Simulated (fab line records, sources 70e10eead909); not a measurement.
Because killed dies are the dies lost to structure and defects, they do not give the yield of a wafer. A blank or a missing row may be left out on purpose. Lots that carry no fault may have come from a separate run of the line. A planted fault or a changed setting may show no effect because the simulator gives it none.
Which tool did it?	flow nandHarc	11 lots, 33 wafers sampled, at 7 steps of a route of 1302

## WHAT THE GAUGES SHOWED, per wafer
NHARC_P_GATE_INSPECT_28.
lot	measured	on	rawDefectCount
L650	day 5 06:31	defectInspect-01	1 7 9
L652	day 6 01:48	defectInspect-02	6 9 6
L653	day 6 10:51	defectInspect-01	7 7 10
L662	day 10 05:20	defectInspect-02	599 603 604
L664	day 11 06:54	defectInspect-01	578 597 582
L665	day 11 06:15	defectInspect-02	577 601 538
L666	day 11 18:09	defectInspect-01	2 7 3
L669	day 13 02:19	defectInspect-02	10 9 4
L671	day 13 15:05	defectInspect-01	5 6 7
L672	day 14 12:11	defectInspect-02	4 4 7
L673	day 14 12:20	defectInspect-02	6 11 7

NHARC_P_GATE_INSPECT_68.
lot	measured	on	rawDefectCount
L650	day 6 00:49	defectInspect-01	127 72 262
L652	day 6 20:10	defectInspect-01	216 260 228
L653	day 7 10:41	defectInspect-02	227 149 150
L662	day 10 23:42	defectInspect-01	799 872 871
L664	day 12 01:31	defectInspect-01	751 757 709
L665	day 12 00:41	defectInspect-01	811 921 728
L666	day 12 12:24	defectInspect-01	175 134 143
L669	day 13 22:44	defectInspect-01	181 220 122
L671	day 14 09:36	defectInspect-02	229 112 255
L672	day 15 06:37	defectInspect-02	240 199 141
L673	day 15 07:13	defectInspect-01	189 182 267

NHARC_END_SORT_01.
lot	measured	on	killedAtArray	killedAtOther	killedAtPeriphery	killedDies	killedOpen	killedShort
L662	day 30 13:32	prober-01	75 71 77	0 0 0	87 89 93	162 160 170	2 1 2	2 5 2
L664	day 31 09:17	prober-02	49 51 45	1 1 4	92 90 90	142 142 139	2 6 4	2 6 1
L665	day 31 20:10	prober-01	49 46 49	0 0 0	88 98 84	137 144 133	4 3 5	5 2 1

## WHAT TOOL EACH LOT RAN ON (gives the tool, then ch and the chambers of the sampled wafers, and finally the start)
lot	NHARC_P_GATE_CVD_17	NHARC_P_GATE_ETCH_114	NHARC_P_GATE_STRIP_101	NHARC_P_GATE_STRIP_111
L650	lpcvdPoly-04 ch 0, day 5 00:47	rieDiel-09 ch 0,1,2, day 5 17:22 or earlier	rieDiel-04 ch 0,1, day 5 17:22	plasmaAsher-02 ch 0,1, day 5 18:54
L652	lpcvdPoly-04 ch 0, day 5 18:29	rieDiel-10 ch 1,2,3, day 6 12:49 or earlier	rieDiel-04 ch 1,2,3, day 6 12:49	plasmaAsher-02 ch 0,1, day 6 14:20
L653	lpcvdPoly-03 ch 0, day 6 02:22	rieDiel-10 ch 1,2,3, day 6 23:54 or earlier	rieDiel-10 ch 1,2,3, day 6 23:54	plasmaAsher-01 ch 0,1, day 7 01:20
L662	lpcvdPoly-01 ch 0, day 9 22:39	rieDiel-09 ch 0,3, day 10 16:14 or earlier	rieDiel-04 ch 0,1, day 10 16:14	plasmaAsher-01 ch 0,1, day 10 17:41
L664	lpcvdPoly-01 ch 0, day 10 23:12	rieDiel-09 ch 0,2, day 11 18:02 or earlier	rieDiel-04 ch 0,1,2, day 11 18:02	plasmaAsher-01 ch 0,1, day 11 19:29
L665	lpcvdPoly-01 ch 0, day 10 23:12	rieDiel-04 ch 2,3, day 11 17:15 or earlier	rieDiel-10 ch 1,2, day 11 17:15	plasmaAsher-02 ch 0,1, day 11 18:49
L666	lpcvdPoly-03 ch 0, day 11 09:56	rieDiel-10 ch 0,2,3, day 12 05:05 or earlier	rieDiel-09 ch 0,1, day 12 05:05	plasmaAsher-01 ch 1, day 12 06:25
L669	lpcvdPoly-03 ch 0, day 12 20:07	rieDiel-09 ch 2,3, day 13 15:17 or earlier	rieDiel-04 ch 0,3, day 13 15:17	plasmaAsher-01 ch 0,1, day 13 16:53
L671	lpcvdPoly-01 ch 0, day 13 10:25	rieDiel-09 ch 1,2, day 14 02:02 or earlier	rieDiel-10 ch 0,2,3, day 14 02:02	plasmaAsher-02 ch 0,1, day 14 03:38
L672	lpcvdPoly-01 ch 0, day 14 08:06	rieDiel-04 ch 1,2, day 14 23:02 or earlier	rieDiel-04 ch 0,2,3, day 14 23:02	plasmaAsher-02 ch 0,1, day 15 00:42
L673	lpcvdPoly-01 ch 0, day 14 08:06	rieDiel-10 ch 0,1,3, day 14 23:51 or earlier	rieDiel-04 ch 1,3, day 14 23:51	plasmaAsher-02 ch 0,1, day 15 01:21
- NHARC_P_GATE_CVD_17: deposits poly-Si, target thk 150 nm, time 900 s.
- NHARC_P_GATE_ETCH_114: etches the open film in CF4/O2, target depth 30 nm, overetch 3 nm, time 16.5 s.
- NHARC_P_GATE_STRIP_101: strips in O2, time 20 s.
- NHARC_P_GATE_STRIP_111: strips in N2/H2, time 250 s.

## AS READ BY THE TOOLS THEMSELVES (means over the sampled wafers that have a number; for cases with no such wafer, the mark the record gives instead)
NHARC_P_GATE_CVD_17.
lot	tool	zonePowerBottomPct (%)
L650	lpcvdPoly-04	13.9
L652	lpcvdPoly-04	13.7
L653	lpcvdPoly-03	12.3
L662	lpcvdPoly-01	13.8
L664	lpcvdPoly-01	14.0
L665	lpcvdPoly-01	13.9
L666	lpcvdPoly-03	12.3
L669	lpcvdPoly-03	12.3
L671	lpcvdPoly-01	13.9
L672	lpcvdPoly-01	13.9
L673	lpcvdPoly-01	13.7

NHARC_P_GATE_ETCH_114.
lot	tool	drypumpMotorCurrentA (A)	oes_f_703_au (a.u.)	oesProductAu (a.u.)	rfVppV (V)	showerheadPlenumPTorr (Torr)	throttleValvePct (%)
L650	rieDiel-09	6.1	1.000	1.003	197.8	1.35	13.404
L652	rieDiel-10	5.3	1.000	1.009	198.7	1.37	13.399
L653	rieDiel-10	5.3	0.999	1.008	198.1	1.37	13.410
L662	rieDiel-09	5.8	0.997	1.007	199.1	1.41	13.401
L664	rieDiel-09	5.7	0.999	1.007	198.0	1.38	13.400
L665	rieDiel-04	5.5	0.999	1.000	197.9	1.32	13.396
L666	rieDiel-10	5.3	1.005	1.003	197.7	1.36	13.393
L669	rieDiel-09	5.9	1.004	0.998	198.2	1.34	13.398
L671	rieDiel-09	6.0	0.997	0.992	197.3	1.31	13.394
L672	rieDiel-04	5.9	0.998	0.998	197.3	1.34	13.389
L673	rieDiel-10	5.6	0.998	1.009	196.9	1.33	13.410

NHARC_P_GATE_STRIP_101.
lot	tool	drypumpMotorCurrentA (A)	oesProductAu (a.u.)	rfVppV (V)	showerheadPlenumPTorr (Torr)	throttleValvePct (%)
L650	rieDiel-04	5.6	0.997	57.2	3.61	17.048
L652	rieDiel-04	5.8	0.997	58.2	3.58	17.038
L653	rieDiel-10	5.3	1.011	56.9	3.61	17.048
L662	rieDiel-04	5.8	0.993	57.0	3.70	17.046
L664	rieDiel-04	5.8	0.994	57.9	3.57	17.045
L665	rieDiel-10	5.2	1.003	58.3	3.66	17.044
L666	rieDiel-09	6.0	1.010	57.5	3.64	17.033
L669	rieDiel-04	5.4	0.993	58.4	3.53	17.037
L671	rieDiel-10	5.3	1.010	58.0	3.59	17.035
L672	rieDiel-04	5.6	1.000	57.4	3.49	17.034
L673	rieDiel-04	5.8	0.996	58.5	3.69	17.030

NHARC_P_GATE_STRIP_111.
lot	tool	drypumpMotorCurrentA (A)	heaterPowerW (W)
L650	plasmaAsher-02	5.6	85
L652	plasmaAsher-02	5.2	86
L653	plasmaAsher-01	5.3	83
L662	plasmaAsher-01	5.3	81
L664	plasmaAsher-01	5.3	81
L665	plasmaAsher-02	5.6	87
L666	plasmaAsher-01	5.3	90
L669	plasmaAsher-01	5.3	85
L671	plasmaAsher-02	5.6	89
L672	plasmaAsher-02	5.2	85
L673	plasmaAsher-02	5.6	88

## THE ANSWER, worked out from the rows above alone
Rule: the usual values come from the lots themselves. Put in order of their means at a reading, lots are off if they are a third of the lots or fewer, leave a main group of 4 or more, and stand apart from it by a gap of 3 or more times the standard deviation of the main group's means; of several such gaps the widest counts. A main group whose means are all the same, to the digits that the tables above print for the reading, isn't used. Also off: a lot with no number at a reading for which 4 or more lots have one. All remaining lots with rows at the step are treated as sound. The gauges are gone through in route order, then the tools' own readings, and for those a lot's mean is taken as printed above. The first step at which some lot is off is used, and at that step the reading that is off furthest; a lot without a number counts as furthest.
Off at NHARC_P_GATE_INSPECT_28 (rawDefectCount): L662, L664, L665. The main group has a mean of 6.4 with a standard deviation of 1.4.
A tool fits if, at a process step before that reading, it ran every lot that is off, and no sound lot after the first of them. The gauges at NHARC_P_GATE_INSPECT_28 are tried like those tools. Of those tried, none fits.

## WHAT HAD BEEN PUT IN BY THE SIMULATOR
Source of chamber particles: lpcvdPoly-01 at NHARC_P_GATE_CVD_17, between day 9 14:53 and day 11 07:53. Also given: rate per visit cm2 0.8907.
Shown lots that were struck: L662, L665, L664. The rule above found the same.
